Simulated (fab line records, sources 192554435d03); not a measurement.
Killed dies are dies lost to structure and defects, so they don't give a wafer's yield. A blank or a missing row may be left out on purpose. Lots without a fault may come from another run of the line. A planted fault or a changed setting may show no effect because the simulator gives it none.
Which tool did it? | flow n5_finfet | 11 lots, 33 wafers sampled, at 3 steps of a route of 1938

WHAT THE GAUGES READ, wafer by wafer
N5_PASSIVATION_INSPECT_64: inspects for defects (macro).
lot  | measured     | on                | raw_defect_count
L169 | day 13 21:44 | defect_inspect-02 | 4 0 0
L174 | day 15 08:02 | defect_inspect-02 | 3 4 2
L176 | day 15 12:32 | defect_inspect-01 | 1 3 1
L179 | day 16 04:20 | defect_inspect-01 | 3 1 3
L181 | day 17 02:47 | defect_inspect-01 | 3 1 1
L188 | day 18 22:07 | defect_inspect-02 | 2 4 1
L185 | day 19 01:00 | defect_inspect-01 | 5 3 2
L190 | day 20 00:31 | defect_inspect-01 | 2 0 2
L191 | day 20 01:52 | defect_inspect-01 | 3 2 0
L192 | day 20 08:22 | defect_inspect-01 | 4 2 2
L189 | day 20 17:49 | defect_inspect-01 | 1 1 4

WHICH TOOL RAN EACH LOT (tool, then ch and the chambers of the sampled wafers, then the start)
lot  | N5_PASSIVATION_DESCUM_12           | N5_PASSIVATION_SPUTTER_20
L169 | rie_diel-05 ch 0,1, day 13 19:41   | pvd_sputter-02, day 13 20:57
L174 | rie_diel-05 ch 2,3, day 15 06:37   | pvd_sputter-03, day 15 07:16
L176 | rie_diel-05 ch 2,3, day 15 11:07   | pvd_sputter-03, day 15 11:54
L179 | rie_diel-02 ch 0,2, day 16 01:49   | pvd_sputter-01, day 16 03:35
L181 | rie_diel-05 ch 0,1,2, day 16 23:23 | pvd_sputter-03, day 17 02:02
L188 | rie_diel-03 ch 0,1,2, day 18 19:20 | pvd_sputter-02, day 18 21:22
L185 | rie_diel-05 ch 0,1, day 18 21:47   | pvd_sputter-03, day 19 00:22
L190 | rie_diel-02 ch 0,1,3, day 19 23:10 | pvd_sputter-02, day 19 23:53
L191 | rie_diel-03 ch 0,2,3, day 19 23:36 | pvd_sputter-01, day 20 01:14
L192 | rie_diel-05 ch 1,2,3, day 20 06:18 | pvd_sputter-01, day 20 07:37
L189 | rie_diel-03 ch 0,2, day 20 16:22   | pvd_sputter-03, day 20 17:11
- N5_PASSIVATION_DESCUM_12: chemistry O2, time 7.9 s.
- N5_PASSIVATION_SPUTTER_20: material TaN, target thk 50 nm.

WHAT THE TOOLS THEMSELVES READ (means of the sampled wafers that have a number; where no wafer has one, the mark that the record gives instead)
N5_PASSIVATION_DESCUM_12.
lot  | tool        | drypump_motor_current_A (A) | oes_product_au (a.u.) | rf_fwd_power_W (W) | rf_vpp_V (V) | showerhead_plenum_p_Torr (Torr) | throttle_valve_pct (%)
L169 | rie_diel-05 | 5.6                         | 0.74                  | 49.74              | 243.4        | 2.09                            | 20.32
L174 | rie_diel-05 | 6.3                         | 0.78                  | 49.77              | 242.5        | 2.06                            | 20.65
L176 | rie_diel-05 | 6.3                         | 0.77                  | 49.74              | 242.7        | 2.06                            | 20.65
L179 | rie_diel-02 | 5.6                         | 0.83                  | 49.79              | 243.3        | 2.06                            | 20.51
L181 | rie_diel-05 | 5.8                         | 0.87                  | 49.84              | 242.1        | 2.07                            | 20.26
L188 | rie_diel-03 | 5.8                         | 0.79                  | 49.90              | 244.1        | 2.15                            | 20.51
L185 | rie_diel-05 | 5.7                         | 0.87                  | 49.61              | 243.3        | 2.08                            | 20.15
L190 | rie_diel-02 | 5.4                         | 0.83                  | 49.86              | 242.6        | 2.11                            | 20.49
L191 | rie_diel-03 | 5.7                         | 0.77                  | 49.68              | 244.9        | 2.18                            | 20.48
L192 | rie_diel-05 | 6.0                         | 0.77                  | 49.80              | 242.7        | 2.06                            | 20.54
L189 | rie_diel-03 | 5.8                         | 0.83                  | 49.70              | 245.8        | 2.21                            | 20.34

N5_PASSIVATION_SPUTTER_20.
lot  | tool           | throttle_valve_pct (%)
L169 | pvd_sputter-02 | 30.1
L174 | pvd_sputter-03 | 28.3
L176 | pvd_sputter-03 | 28.7
L179 | pvd_sputter-01 | 29.8
L181 | pvd_sputter-03 | 29.4
L188 | pvd_sputter-02 | 30.0
L185 | pvd_sputter-03 | 29.7
L190 | pvd_sputter-02 | 29.5
L191 | pvd_sputter-01 | 29.5
L192 | pvd_sputter-01 | 28.6
L189 | pvd_sputter-03 | 29.6

THE ANSWER, worked out from the rows above alone
Rule: what is usual is taken from the lots themselves. Put in order of their means at a reading, lots are off if they are a third of the lots or fewer, leave a main group of 4 or more, and stand apart from it by a gap of 3 or more times the standard deviation of the main group's means; of several such gaps the widest counts. A main group whose means are all the same, to the digits that the tables above print for the reading, isn't used. A lot without any number at a reading at which 4 lots or more have one is off too. The other lots that the step has rows for count as sound. The gauges are gone through in route order, then the tools' own readings, and for those a lot's mean is taken as printed above. The first step at which some lot is off is used, and at that step the reading that is off furthest; a lot without a number counts as furthest.
No lot is off at any reading shown: from this, nothing can be told.

WHAT THE SIMULATOR HAD PUT IN
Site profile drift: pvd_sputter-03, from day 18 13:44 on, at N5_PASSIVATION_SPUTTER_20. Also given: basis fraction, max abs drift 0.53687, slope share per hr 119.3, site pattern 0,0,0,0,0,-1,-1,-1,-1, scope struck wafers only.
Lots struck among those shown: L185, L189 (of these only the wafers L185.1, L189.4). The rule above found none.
